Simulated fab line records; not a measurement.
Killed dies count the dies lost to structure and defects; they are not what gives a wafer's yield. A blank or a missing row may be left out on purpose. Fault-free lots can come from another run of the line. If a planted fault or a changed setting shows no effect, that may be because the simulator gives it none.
Split-lot study    flow n5Finfet    7 lots, 21 wafers read, on a route of 1938 steps

## ABOUT THE SPLIT
At N5_BEOL_M3_ETCH_70 (etches SOC in N2/H2, target depth 80 nm, overetch 16 nm, time 120 s), the setting biasW was moved away from the recipe's 150 W on 6 of the 21 wafers read, by -13.9% to +15.7%. For the rest of the wafers, this setting stayed at what the recipe calls for.

The reading comes from the split's own step.

## THE READING
rfVppV, in V, at N5_BEOL_M3_ETCH_70 (etches SOC in N2/H2, target depth 80 nm, overetch 16 nm, time 120 s). Fault-free wafers of this fab line usually give 523.9 V, standard deviation 2.2 V.

wafer   tool, chamber at the split  biasW as run, W  against the recipe  rfVppV, V  against lot-mates on the recipe
L078.1  rieDiel-02, 0               150              recipe              523.8      -
L078.2  rieDiel-02, 2               150              recipe              520.4      -
L078.6  rieDiel-02, 2               159.6            +6.4%               540.5      +18.4
L079.3  rieDiel-04, 0               167.8            +11.9%              565.0      +37.1
L079.4  rieDiel-04, 2               167.8            +11.9%              559.9      +32.0
L079.5  rieDiel-04, 1               150              recipe              527.9      -
L087.3  rieDiel-02, 2               150              recipe              521.4      -
L087.4  rieDiel-02, 0               150              recipe              523.6      -
L087.6  rieDiel-02, 1               150              recipe              522.2      -
L088.4  rieDiel-02, 2               150              recipe              521.1      -
L088.5  rieDiel-02, 0               150              recipe              523.5      -
L088.6  rieDiel-02, 1               150              recipe              522.3      -
L091.1  rieDiel-04, 3               150              recipe              522.4      -
L091.3  rieDiel-04, 1               150              recipe              528.1      -
L091.4  rieDiel-04, 0               150              recipe              527.4      -
L093.1  rieDiel-02, 1               150              recipe              520.7      -
L093.3  rieDiel-02, 2               173.6            +15.7%              569.3      +46.1
L093.4  rieDiel-02, 3               150              recipe              525.7      -
L097.2  rieDiel-02, 0               129.2            -13.9%              476.1      -46.6
L097.4  rieDiel-02, 0               129.2            -13.9%              475.5      -47.2
L097.5  rieDiel-02, 1               150              recipe              522.7      -

THE FIT
A straight line over all 21 wafers: rfVppV changes by +3.23 V for each +1% of biasW; r = +0.99; the points scatter about the line by 2.9 V.
The same after taking each lot's own level away (the mean of its wafers on the recipe; 21 wafers): +3.12 V for each +1%; r = +0.99; scatter 2.2 V.
Per that fit: largest biasW move, reading shift of 49 V.
The span of the lots' own levels, 522.10 to 527.90 V, comes to 2.6 times the standard deviation stated above.
So the lot-to-lot level changes the slope little: the two slopes agree.
Check: +49.1 V against its lot-mates is what the line predicts for one of the wafers moved furthest among these (+15.7%) when that wafer is left out of the fit. It came out at +46.1 V against them.
Tool readings at the split's step, against how far the setting was moved: rfVppV r = +0.99.

## FURTHER SPLITS ON THESE WAFERS
Before the reading, these wafers also passed through other splits. Each is held against what the fit with the lots' levels taken away leaves over:
other split on the same wafers  wafers away from the commonest value  r with rfVppV (lot level and that fit taken away)
N5_BEOL_M2_COAT_22 spinRpm      7                                     +0.08

## THE WHOLE CHAIN: every reading that the file lists as answering this split, in the file's order
step                what it does                                                         reading                                                                          change (the file's fit)                 r (the file's)
N5_BEOL_M3_ETCH_70  etches SOC in N2/H2, target depth 80 nm, overetch 16 nm, time 120 s  rfVppV                                                                           +3.06 V for each +1% of the setting     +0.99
N5_BEOL_M3_ETCH_70  etches SOC in N2/H2, target depth 80 nm, overetch 16 nm, time 120 s  SiARC_of_BEOL_M3_COAT_68.thkNm (the simulator's own value, which no gauge read)  -0.0689 nm for each +1% of the setting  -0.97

## FILE'S OWN FIT
rfVppV changes by +3.06 V for each +1% of biasW, r = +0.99.
